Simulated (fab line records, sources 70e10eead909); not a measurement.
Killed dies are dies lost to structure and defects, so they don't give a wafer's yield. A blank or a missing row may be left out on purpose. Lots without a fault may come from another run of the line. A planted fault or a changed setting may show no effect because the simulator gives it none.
Chamber matching | flow nand_harc | NHARC_A_M0_STRIP_18 on rie_diel-08: 4 sister chambers
The step strips in N2/H2. 4 wafers are shown with their chamber, then 8 later ones without.

WAFERS WITH THEIR CHAMBER
wafer  | chamber | drypump_motor_current_A (A)
L074.4 | 1       | 5.5
L084.2 | 0       | 5.9
L084.5 | 3       | 5.1
L090.1 | 2       | 6.8

WAFERS WITHOUT THEIR CHAMBER
wafer  | drypump_motor_current_A (A)
L090.3 | 5.9
L090.5 | 5.5
L088.4 | 5.0
L088.5 | 5.9
L088.6 | 5.5
L091.3 | 5.9
L091.4 | 5.6
L091.6 | 5.5

WHICH CHAMBER EACH WENT THROUGH
wafer  | from the rows above | in truth
L090.3 | 0                   | 0
L090.5 | 1                   | 1
L088.4 | 3                   | 3
L088.5 | 0                   | 0
L088.6 | 1                   | 1
L091.3 | 0                   | 0
L091.4 | 1                   | 1
L091.6 | 1                   | 1
Placed correctly: 8 of 8. Can't be placed from these rows: 0. Placed wrongly: 0.
How it was worked out, from the rows above alone: a wafer's distance from a chamber is the root of the sum, over the readings, of the square of ((its reading less the chamber's mean) divided by the reading's scatter). The wafer belongs to the nearest chamber; if the next one is less than 2 further off, it can't be placed. A chamber's mean is the mean of its shown wafers. The scatter: with one shown wafer a chamber, the root of the mean of the squares of how far each hidden wafer lies from its nearest shown one.
